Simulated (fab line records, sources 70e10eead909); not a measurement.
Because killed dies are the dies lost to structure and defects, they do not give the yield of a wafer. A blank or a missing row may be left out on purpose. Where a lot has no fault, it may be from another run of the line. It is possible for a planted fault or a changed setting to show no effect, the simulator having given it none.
Which of the tools did it? | flow nand_harc | 13 lots with 38 wafers sampled at 6 steps, on a route of 1159 steps

## WHAT EACH GAUGE READ, for each wafer
NHARC_P_M1_INSPECT_11.
lot  | measured     | on                | raw_defect_count
L423 | day 6 00:44  | defect_inspect-01 | 5 2 4
L425 | day 6 09:47  | defect_inspect-01 | 8 3 3
L426 | day 7 02:05  | defect_inspect-02 | 3 2 3
L427 | day 7 02:37  | defect_inspect-02 | 3 2 2
L429 | day 7 15:58  | defect_inspect-01 | 4 3 12
L431 | day 7 20:53  | defect_inspect-02 | 5 3 1
L434 | day 9 03:22  | defect_inspect-02 | 2 4 1
L438 | day 9 19:37  | defect_inspect-02 | 4 2
L439 | day 10 04:31 | defect_inspect-02 | 2 8 3
L443 | day 10 18:04 | defect_inspect-01 | 2 2 3
L441 | day 11 03:51 | defect_inspect-01 | 3 1 5
L445 | day 11 11:37 | defect_inspect-02 | 4 7 3
L446 | day 11 19:35 | defect_inspect-01 | 3 4 3

NHARC_P_M1_INSPECT_27.
lot  | measured     | on                | raw_defect_count
L423 | day 6 03:29  | defect_inspect-01 | 311 361 434
L425 | day 6 12:41  | defect_inspect-02 | 511 379 585
L426 | day 7 04:43  | defect_inspect-02 | 353 327 239
L427 | day 7 05:15  | defect_inspect-01 | 276 344 257
L429 | day 7 18:37  | defect_inspect-02 | 311 244 489
L431 | day 7 23:31  | defect_inspect-02 | 273 275 180
L434 | day 9 06:02  | defect_inspect-01 | 222 308 489
L438 | day 9 22:29  | defect_inspect-01 | 2382 194
L439 | day 10 07:16 | defect_inspect-02 | 2295 2167 162
L443 | day 10 20:46 | defect_inspect-01 | 314 263 365
L441 | day 11 06:31 | defect_inspect-02 | 320 2289 257
L445 | day 11 14:22 | defect_inspect-02 | 124 229 296
L446 | day 11 22:15 | defect_inspect-01 | 265 203 214

NHARC_P_M2_CD_MEAS_09 targets a cd of 170 nm.
lot  | measured     | on        | cd_nm (nm)
L423 | day 6 05:03  | cd_sem-02 | 169.1 170.8 170.2
L425 | day 6 14:22  | cd_sem-01 | 170.6 170.8 170.7
L426 | day 7 06:09  | cd_sem-02 | 171.3 169.6 169.7
L427 | day 7 06:45  | cd_sem-01 | 171.1 169.8 169.2
L429 | day 7 20:01  | cd_sem-01 | 170.7 169.8 171.7
L431 | day 8 00:57  | cd_sem-02 | 170.0 170.2 171.0
L434 | day 9 07:19  | cd_sem-01 | 170.8 171.0 170.0
L438 | day 9 23:46  | cd_sem-03 | 171.0
L439 | day 10 08:39 | cd_sem-02 | 170.7
L443 | day 10 22:08 | cd_sem-01 | 170.0 171.6 170.0
L441 | day 11 08:16 | cd_sem-01 | 170.0 169.8
L445 | day 11 15:44 | cd_sem-01 | 169.8 171.0 170.1
L446 | day 11 23:37 | cd_sem-03 | 172.2 170.3 171.6

NHARC_END_SORT_01.
lot  | measured     | on        | defect_limited_yield (%) | killed_at_array | killed_at_other | killed_at_periphery | killed_dies | killed_open | killed_short | sort_bin_2_pct (%) | sort_bin_3_pct (%) | sort_bin_4_pct (%) | sort_n_pass | sort_rim_yield_pct (%) | sort_yield_pct (%)
L425 | day 19 10:23 | prober-01 | 97.5 97.6 97.6           | 10 13 13        | 1 2 1           | 6 1 2               | 17 16 16    | 4 3 3       | 1 0 4        | 1.0 0.9 0.9        | 0 0 0              | 1.5 1.5 1.5        | 660 661 661 | 97.2 98.1 99.1         | 97.5 97.6 97.6
L434 | day 25 04:38 | prober-02 | 93.8 93.1 92.0           | 41 41 47        | 0 1 3           | 1 5 4               | 42 47 54    | 1 5 5       | 4 2 2        | 1.8 2.1 1.3        | 0.89 0.30 0.15     | 3.5 4.6 6.5        | 635 630 623 | 95.3 95.3 95.3         | 93.8 93.1 92.0
L438 | day 25 18:42 | prober-02 | 0 94.5                   | 27 34           | 0 1             | 650 2               | 677 37      | 2 4         | 1 3          | 0.7 2.4            | 96.16 0.44         | 3.1 2.7            | 0 640       | 0 96.2                 | 0 94.5
L439 | day 26 02:29 | prober-02 | 0 0 95.6                 | 29 33 26        | 3 1 1           | 645 643 3           | 677 677 30  | 4 4 3       | 2 0 2        | 1.2 1.0 1.5        | 95.42 94.68 0.15   | 3.4 4.3 2.8        | 0 0 647     | 0 0 97.2               | 0 0 95.6
L441 | day 26 11:07 | prober-01 | 93.1 0 92.3              | 40 48 49        | 0 0 0           | 7 629 3             | 47 677 52   | 6 3 4       | 0 0 5        | 1.6 2.2 1.9        | 0.30 93.21 0.74    | 5.0 4.6 5.0        | 630 0 625   | 96.2 0 96.2            | 93.1 0 92.3
L446 | day 27 02:01 | prober-02 | 96.2 97.0 95.3           | 21 17 23        | 3 0 5           | 2 3 4               | 26 20 32    | 1 2 4       | 5 0 2        | 0.6 0.6 2.2        | 0.30 0.15 0.15     | 3.0 2.2 2.4        | 651 657 645 | 95.3 99.1 100.0        | 96.2 97.0 95.3

## TOOL THAT RAN EACH LOT (tool first, then ch and the chambers of the sampled wafers, then the start)
lot  | NHARC_P_M0_CMP_23             | NHARC_P_M1_CMP_23
L423 | cmp-01 ch 0,1,3, day 5 22:44  | cmp-02 ch 0,3, day 6 03:00
L425 | cmp-01 ch 0,1,2, day 6 07:47  | cmp-03 ch 0,2, day 6 12:13
L426 | cmp-02 ch 0,2,3, day 7 00:10  | cmp-04 ch 0,2,3, day 7 04:20
L427 | cmp-04 ch 0,2,3, day 7 00:47  | cmp-03 ch 1,2, day 7 04:49
L429 | cmp-02 ch 0,2,3, day 7 14:04  | cmp-02 ch 0,2,3, day 7 18:08
L431 | cmp-01 ch 0,2,3, day 7 19:05  | cmp-02 ch 0,1,3, day 7 23:06
L434 | cmp-04 ch 2,3, day 9 01:31    | cmp-04 ch 0,1,2, day 9 05:37
L438 | cmp-01 ch 0,1, day 9 17:46    | cmp-02 ch 0,3, day 9 22:01
L439 | cmp-01 ch 0,2, day 10 02:35   | cmp-02 ch 0,2,3, day 10 06:52
L443 | cmp-01 ch 0,1,3, day 10 16:14 | cmp-04 ch 0,2,3, day 10 20:19
L441 | cmp-01 ch 0,2, day 11 01:53   | cmp-02 ch 0,1,3, day 11 06:03
L445 | cmp-01 ch 0,1,2, day 11 09:38 | cmp-04 ch 0,1, day 11 13:55
L446 | cmp-02 ch 0,3, day 11 17:37   | cmp-03 ch 0,3, day 11 21:47
- NHARC_P_M0_CMP_23: polishes, t overpolish 20 s, target thk 117.53 nm.
- NHARC_P_M1_CMP_23: polishes, t overpolish 20 s, target thk 157.82 nm.

## AS READ BY THE TOOLS THEMSELVES (means over the sampled wafers that have a number; for cases with no such wafer, the mark the record gives instead)
NHARC_P_M0_CMP_23.
lot  | tool   | motor_current_A (A) | time_to_endpoint_s (s)
L423 | cmp-01 | 12.0                | 31
L425 | cmp-01 | 12.7                | 30
L426 | cmp-02 | 10.9                | 28
L427 | cmp-04 | 12.2                | 33
L429 | cmp-02 | 10.7                | 30
L431 | cmp-01 | 12.5                | 33
L434 | cmp-04 | 11.4                | 33
L438 | cmp-01 | 12.1                | 32
L439 | cmp-01 | 12.9                | 33
L443 | cmp-01 | 11.5                | 31
L441 | cmp-01 | 13.3                | 28
L445 | cmp-01 | 12.9                | 30
L446 | cmp-02 | 11.2                | 29

NHARC_P_M1_CMP_23.
lot  | tool   | motor_current_A (A) | time_to_endpoint_s (s)
L423 | cmp-02 | 10.8                | 30
L425 | cmp-03 | 13.4                | 27
L426 | cmp-04 | 12.0                | 32
L427 | cmp-03 | 12.3                | 26
L429 | cmp-02 | 10.9                | 31
L431 | cmp-02 | 11.3                | 33
L434 | cmp-04 | 13.1                | 30
L438 | cmp-02 | 11.0                | 32
L439 | cmp-02 | 11.0                | 36
L443 | cmp-04 | 11.5                | 35
L441 | cmp-02 | 11.7                | 33
L445 | cmp-04 | 12.9                | 32
L446 | cmp-03 | 12.1                | 28

## THE ANSWER, worked out from the rows above alone
Rule: usual is defined by the lots themselves. Put in order of their means at a reading, lots are off if they are a third of the lots or fewer, leave a main group of 4 or more, and stand apart from it by a gap of 3 or more times the standard deviation of the main group's means; of several such gaps the widest counts. Not used: any main group whose means are identical at the precision the tables above print for the reading. Also off: a lot with no number at a reading for which 4 or more lots have one. Where the step has rows for the other lots, those lots are counted as sound. Order of review: gauges by route order, followed by the tools' own readings, for which a lot's mean as printed above is used. The first step at which some lot is off is used, and at that step the reading that is off furthest; a lot without a number counts as furthest.
Off, at NHARC_P_M1_INSPECT_27 on raw_defect_count: L438, L439, L441. For the main group the mean is 315 and the standard deviation 77.
If a tool, at a process step before that reading, ran all the lots that are off and no sound lot after the first of them, it fits. Gauges at NHARC_P_M1_INSPECT_27: tried the same way as those tools. One fits: NHARC_P_M1_CMP_23 on cmp-02. A fault onset in the window from L431 (day 7 23:06, its last sound lot) to L438 (day 9 22:01, its first lot off) fits.

## WHAT THE SIMULATOR HAD INSERTED
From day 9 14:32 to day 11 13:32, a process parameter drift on cmp-02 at NHARC_P_M1_CMP_23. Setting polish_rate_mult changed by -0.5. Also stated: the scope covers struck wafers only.
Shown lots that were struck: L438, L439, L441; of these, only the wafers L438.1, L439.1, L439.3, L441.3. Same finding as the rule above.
